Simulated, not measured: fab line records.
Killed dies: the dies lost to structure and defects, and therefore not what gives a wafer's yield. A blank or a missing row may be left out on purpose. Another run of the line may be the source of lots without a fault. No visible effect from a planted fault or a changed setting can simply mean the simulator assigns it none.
Which tool was responsible? + flow nand harc + Sampling: 14 lots, 42 wafers, 5 of 1302 route steps

## WHAT THE GAUGES SHOWED, per wafer
NHARC_A_ZERO_WELL_INSPECT_17. Usual: 10 for raw defect count, sd 5.1.
| lot  | measured     | on                | raw defect count | flag |
|------|--------------|-------------------|------------------|------|
| L200 | day 6 19:31  | defect inspect-02 | 24 18 22         |      |
| L204 | day 8 14:41  | defect inspect-02 | 5 24 20          |      |
| L205 | day 8 20:12  | defect inspect-01 | 2 2 7            |      |
| L206 | day 9 09:42  | defect inspect-01 | 9 7 9            |      |
| L207 | day 9 12:40  | defect inspect-01 | 13 8 8           |      |
| L210 | day 11 03:54 | defect inspect-01 | 13 19 22         |      |
| L211 | day 11 11:04 | defect inspect-01 | 16 11 12         |      |
| L212 | day 11 21:07 | defect inspect-01 | 2 9 7            |      |
| L218 | day 14 02:58 | defect inspect-01 | 6 15 9           |      |
| L219 | day 14 16:28 | defect inspect-01 | 11 1 7           |      |
| L221 | day 15 08:45 | defect inspect-02 | 5 10 5           |      |
| L220 | day 15 09:20 | defect inspect-02 | 7 5 16           |      |
| L222 | day 15 21:47 | defect inspect-01 | 22 10 10         |      |
| L223 | day 16 18:28 | defect inspect-02 | 11 12 6          |      |

NHARC_A_ONON_D1_THK_MEAS_24: measures by ellipsometry. Usual: 996 nm for thk nm, sd 12.
| lot  | measured     | on            | thk nm (nm)                   | flag |
|------|--------------|---------------|-------------------------------|------|
| L200 | day 8 06:13  | film metro-02 | 986 987 985                   |      |
| L204 | day 10 00:38 | film metro-01 | 1022 1021 1021                |      |
| L205 | day 10 00:39 | film metro-02 | 983 984 984                   |      |
| L206 | day 10 18:55 | film metro-02 | 993 994 992                   |      |
| L207 | day 10 18:41 | film metro-01 | 1005 1006 1007                |      |
| L210 | day 12 15:46 | film metro-02 | 1053 1052 1054 1054 1054 1052 | OFF  |
| L211 | day 12 19:32 | film metro-02 | 1005 1006 1006                |      |
| L212 | day 13 08:10 | film metro-01 | 1081 1080 1081 1080 1081 1078 | OFF  |
| L218 | day 15 09:37 | film metro-01 | 976 975 976                   |      |
| L219 | day 16 00:09 | film metro-02 | 989 990 990                   |      |
| L221 | day 16 17:21 | film metro-01 | 1008 1006 1008                |      |
| L220 | day 16 17:22 | film metro-01 | 983 981 982                   |      |
| L222 | day 17 07:29 | film metro-01 | 1013 1012 1011                |      |
| L223 | day 18 03:48 | film metro-01 | 998 999 1000                  |      |

NHARC_A_CHANNEL_HOLE_D1_CD_MEAS_10: the cd target is 100 nm. Usual: 100.1 nm for cd nm, sd 0.51.
| lot  | measured     | on        | cd nm (nm)        | flag |
|------|--------------|-----------|-------------------|------|
| L200 | day 8 10:56  | cd sem-03 | 99.6 99.8 99.8    |      |
| L204 | day 10 05:11 | cd sem-02 | 100.1 99.2 99.9   |      |
| L205 | day 10 05:01 | cd sem-01 | 100.1 100.5 100.2 |      |
| L206 | day 11 00:20 | cd sem-02 | 99.7 100.1 100.2  |      |
| L207 | day 10 23:09 | cd sem-02 | 100.9 100.8 100.6 |      |
| L211 | day 12 23:48 | cd sem-02 | 99.8 100.9 100.8  |      |
| L218 | day 15 14:40 | cd sem-02 | 99.9 100.8 99.8   |      |
| L219 | day 16 04:34 | cd sem-02 | 99.5 99.3 100.1   |      |
| L221 | day 17 01:55 | cd sem-01 | 99.7 99.9 99.5    |      |
| L220 | day 17 02:25 | cd sem-03 | 100.2 100.2 99.6  |      |
| L222 | day 17 11:54 | cd sem-02 | 100.5 100.6 100.2 |      |
| L223 | day 18 08:28 | cd sem-03 | 99.6 99.2 99.8    |      |

## EACH LOT AND THE TOOL THAT RAN IT (in order: tool; ch and the chambers of the sampled wafers; start)
| lot  | NHARC_P_BONDPAD_ACTIVATE_29        | NHARC_A_ONON_D1_DEP_22           |
|------|------------------------------------|----------------------------------|
| L200 | rie diel-11 ch 0,1,2, day 6 16:49  | pecvd onon-03 ch 0, day 8 05:47  |
| L204 | rie diel-03 ch 0,1,2, day 8 11:59  | pecvd onon-01 ch 0, day 10 00:19 |
| L205 | rie diel-03 ch 0,1,3, day 8 17:23  | pecvd onon-03 ch 0, day 10 00:08 |
| L206 | rie diel-11 ch 0,3, day 9 06:58    | pecvd onon-04 ch 0, day 10 18:31 |
| L207 | rie diel-08 ch 0,3, day 9 09:53    | pecvd onon-01 ch 0, day 10 18:10 |
| L210 | rie diel-03 ch 0,2,3, day 11 01:20 | pecvd onon-03 ch 0, day 12 15:15 |
| L211 | rie diel-03 ch 1,2, day 11 08:22   | pecvd onon-01 ch 0, day 12 19:02 |
| L212 | rie diel-08 ch 0,1,3, day 11 18:25 | pecvd onon-03 ch 0, day 13 07:50 |
| L218 | rie diel-11 ch 0,3, day 14 00:13   | pecvd onon-04 ch 0, day 15 09:06 |
| L219 | rie diel-11 ch 0,2,3, day 14 13:44 | pecvd onon-04 ch 0, day 15 23:46 |
| L221 | rie diel-08 ch 0,1,3, day 15 06:05 | pecvd onon-03 ch 0, day 16 17:01 |
| L220 | rie diel-11 ch 0,2,3, day 15 06:38 | pecvd onon-04 ch 0, day 16 16:54 |
| L222 | rie diel-03 ch 2,3, day 15 19:04   | pecvd onon-01 ch 0, day 17 06:59 |
| L223 | rie diel-11 ch 0,2, day 16 15:46   | pecvd onon-01 ch 0, day 18 03:24 |
- NHARC_P_BONDPAD_ACTIVATE_29: chemistry N2, time 60 s.
- NHARC_A_ONON_D1_DEP_22: target thk 1000 nm.

## AS READ BY THE TOOLS THEMSELVES (means over the sampled wafers that have a number; for cases with no such wafer, the mark the record gives instead)
NHARC_P_BONDPAD_ACTIVATE_29. Usual: drypump motor current A 5.7 A, standard deviation 0.46; oes product au 0.998 a.u., standard deviation 0.0082; rf vpp V 64.2 V, standard deviation 0.99; showerhead plenum p Torr 1.79 Torr, standard deviation 0.077.
| lot  | tool        | drypump motor current A (A) | oes product au (a.u.) | rf vpp V (V) | showerhead plenum p Torr (Torr) | flag |
|------|-------------|-----------------------------|-----------------------|--------------|---------------------------------|------|
| L200 | rie diel-11 | 5.6                         | 0.995                 | 64.9         | 1.83                            |      |
| L204 | rie diel-03 | 5.5                         | 0.985                 | 64.2         | 1.82                            |      |
| L205 | rie diel-03 | 5.8                         | 0.999                 | 65.1         | 1.77                            |      |
| L206 | rie diel-11 | 5.6                         | 1.001                 | 63.6         | 1.74                            |      |
| L207 | rie diel-08 | 5.3                         | 0.994                 | 63.5         | 1.74                            |      |
| L210 | rie diel-03 | 5.5                         | 0.992                 | 64.7         | 1.77                            |      |
| L211 | rie diel-03 | 5.3                         | 0.996                 | 64.8         | 1.81                            |      |
| L212 | rie diel-08 | 5.6                         | 0.999                 | 64.3         | 1.74                            |      |
| L218 | rie diel-11 | 5.6                         | 1.002                 | 63.1         | 1.74                            |      |
| L219 | rie diel-11 | 5.5                         | 1.006                 | 64.8         | 1.79                            |      |
| L221 | rie diel-08 | 5.6                         | 0.996                 | 63.1         | 1.74                            |      |
| L220 | rie diel-11 | 5.5                         | 0.996                 | 64.7         | 1.79                            |      |
| L222 | rie diel-03 | 5.7                         | 0.999                 | 64.0         | 1.71                            |      |
| L223 | rie diel-11 | 5.2                         | 0.996                 | 64.7         | 1.84                            |      |

## THE ANSWER, worked out from the rows above alone
Rule: lot off if the mean of its wafers having a number is beyond 3 standard deviations from the usual mean. Also off: a lot with no number at a reading for which 4 or more lots have one. The other lots that the step has rows for count as sound. After the gauges, taken in route order, come the tools' own readings; for these a lot's mean is taken, as printed above. At the first step where some lot is off, the reading lying furthest off is the one used; lots without a number count as furthest.
Off: L210, L212 (NHARC_A_ONON_D1_THK_MEAS_24, thk nm).
A tool fits if, at a process step before that reading, it ran every lot that is off, and no sound lot after the first of them. Those tools and the gauges at NHARC_A_ONON_D1_THK_MEAS_24 are tried in the same way. Not one of the candidates tried fits.

## WHAT THE SIMULATOR PUT IN
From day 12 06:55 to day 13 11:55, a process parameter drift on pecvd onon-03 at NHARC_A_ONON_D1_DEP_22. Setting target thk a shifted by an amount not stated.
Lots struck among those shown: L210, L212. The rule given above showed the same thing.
